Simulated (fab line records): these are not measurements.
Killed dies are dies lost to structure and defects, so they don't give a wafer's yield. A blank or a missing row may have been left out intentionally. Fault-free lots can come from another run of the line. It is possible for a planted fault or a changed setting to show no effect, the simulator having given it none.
A struck lot beside a sound one    flow n5_finfet    16 steps out of a route of 1938
Sound: the wafers L516.1, L516.2, L516.5. Struck: wafer L527.5 (left out: L527.4, a lot-mate that was not struck); the cause follows at the end.
For every step that has rows: the tool of each side, followed by ch and its chambers, followed by its first start. Under that, the readings that differ: sound wafers    struck wafers    difference of the means    sigmas: that difference in standard deviations of wafers without a fault.
alike: readings whose means differ by less than 2 such deviations, and words and numbers that are the same on both sides. not compared: withheld readings, readings that some wafer has no value for, bounds like >300 that may hide the same value, and numbers for which the record gives no deviation and whose values overlap.
The two part at a step that has a row with sigmas, a row that says differs or no value, or rows on one side only. When numbers do not overlap yet have no deviation, they are printed without sigmas and do not part them. A reading missing from all wafers of one side parts the sides only when that side holds two or more wafers.

first, 7 steps without rows for these wafers: N5_BEOL_M2_COAT_73 (time 60 s, resist thk 5 nm); N5_BEOL_M2_COAT_05 (resist thk 30 nm); N5_BEOL_M2_EBR_07; N5_BEOL_M2_SOFTBAKE_06 (time 60 s); N5_BEOL_M2_EXPOSE_08 (exposes mask M2); N5_BEOL_M2_PEB_09 (peb time 60 s); N5_BEOL_M2_DEVELOP_10 (develop time 30 s).
N5_BEOL_M2_CD_MEAS_11 targets a cd of 16.79 nm.
  sound on cd_sem-02 ch 0, day 7 11:44; struck on cd_sem-03 ch 0, day 9 19:50
  alike: cd_nm
N5_BEOL_M2_OVL_MEAS_12:
  sound on overlay-02 ch 0, day 7 11:46; struck on overlay-02 ch 0, day 9 19:53
  alike: M2_OVL
N5_BEOL_M2_INSPECT_13: inspects for defects (brightfield).
  sound on defect_inspect-01 at day 7 11:50; struck on defect_inspect-01 at day 9 19:56
  alike: raw_defect_count
N5_BEOL_M2_DESCUM_16: chemistry O2, time 7 s.
  sound on rie_diel-04 ch 0,1,2, day 7 11:52; struck on rie_diel-04 ch 2, day 9 19:59
  alike: bias_power_w, chamber_pressure_mTorr, drypump_motor_current_A, oes_product_au, rf_vpp_V, showerhead_plenum_p_Torr, throttle_valve_pct
  not compared: rf_hours_counter_h
N5_BEOL_M2_ETCH_74: etches underlayer in N2/H2, target depth 6.5 nm, time 5.2 s.
  sound on rie_diel-04 ch 0,1,2, day 7 11:54; struck on rie_diel-04 ch 2, day 9 20:01
  alike: chamber_pressure_mTorr, drypump_motor_current_A, etch_rf_on_time_s, oes_product_au, rf_vpp_V, showerhead_plenum_p_Torr, throttle_valve_pct
  not compared: rf_hours_counter_h
N5_BEOL_M2_ETCH_63: etches SiARC in CF4, target depth 15.6 nm, time 26 s.
  sound on rie_diel-04 ch 0,1,2, day 7 11:55; struck on rie_diel-04 ch 2, day 9 20:02
reading                sound           struck  difference  sigmas
etch_rf_on_time_s (s)  24.5 26.6 25.0  39.5    +14.1       +14
oes_product_au (a.u.)  0.63 0.60 0.77  0.48    -0.19       -3
  alike: chamber_pressure_mTorr, drypump_motor_current_A, rf_vpp_V, showerhead_plenum_p_Torr, throttle_valve_pct
  not compared: rf_hours_counter_h
N5_BEOL_M2_ETCH_64: etches SOC in N2/H2, target depth 75 nm, overetch 22.5 nm, time 121.9 s.
  sound on rie_diel-04 ch 0,1,2, day 7 11:57; struck on rie_diel-04 ch 2, day 9 20:06
  alike: chamber_pressure_mTorr, drypump_motor_current_A, oes_product_au, rf_vpp_V, showerhead_plenum_p_Torr, throttle_valve_pct
  not compared: rf_hours_counter_h
N5_BEOL_M4_RC_MEAS_101:
  sound on prober-02 ch 0, day 9 02:06; struck on prober-02 ch 0, day 11 07:47
  alike: DIBL_N, DIBL_P, IOFF_N, IOFF_P, ION_N, ION_P, SS_N, SS_P, VT_N, VT_P
-- the record jumps here: 5 days lie between the struck wafers' starts before and after (it left off in module BEOL_M4 and takes up again in module PASSIVATION, whose first step shown is number 1936 of the route) --
N5_PASSIVATION_PROBE_49:
  sound on prober-02 at day 13 10:46; struck on prober-02 at day 15 23:47
  alike: defect_limited_yield, killed_at_M0_to_M3, killed_at_M4_up, killed_at_contacts, killed_at_front_end, killed_at_other, killed_dies, killed_on_rim, killed_open, killed_short, sort_bin_5_function, sort_bin_6_memory, sort_n_pass, sort_yield_pct

## WHERE THEY PART
Only at N5_BEOL_M2_ETCH_63, within this record. Later steps at which nothing parts them and some readings are alike: N5_BEOL_M2_ETCH_64, N5_BEOL_M4_RC_MEAS_101, N5_PASSIVATION_PROBE_49.

WHY: whatever the simulator had introduced
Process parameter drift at N5_BEOL_M2_ETCH_63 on rie_diel-04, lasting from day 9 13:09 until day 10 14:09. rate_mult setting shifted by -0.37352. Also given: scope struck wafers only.
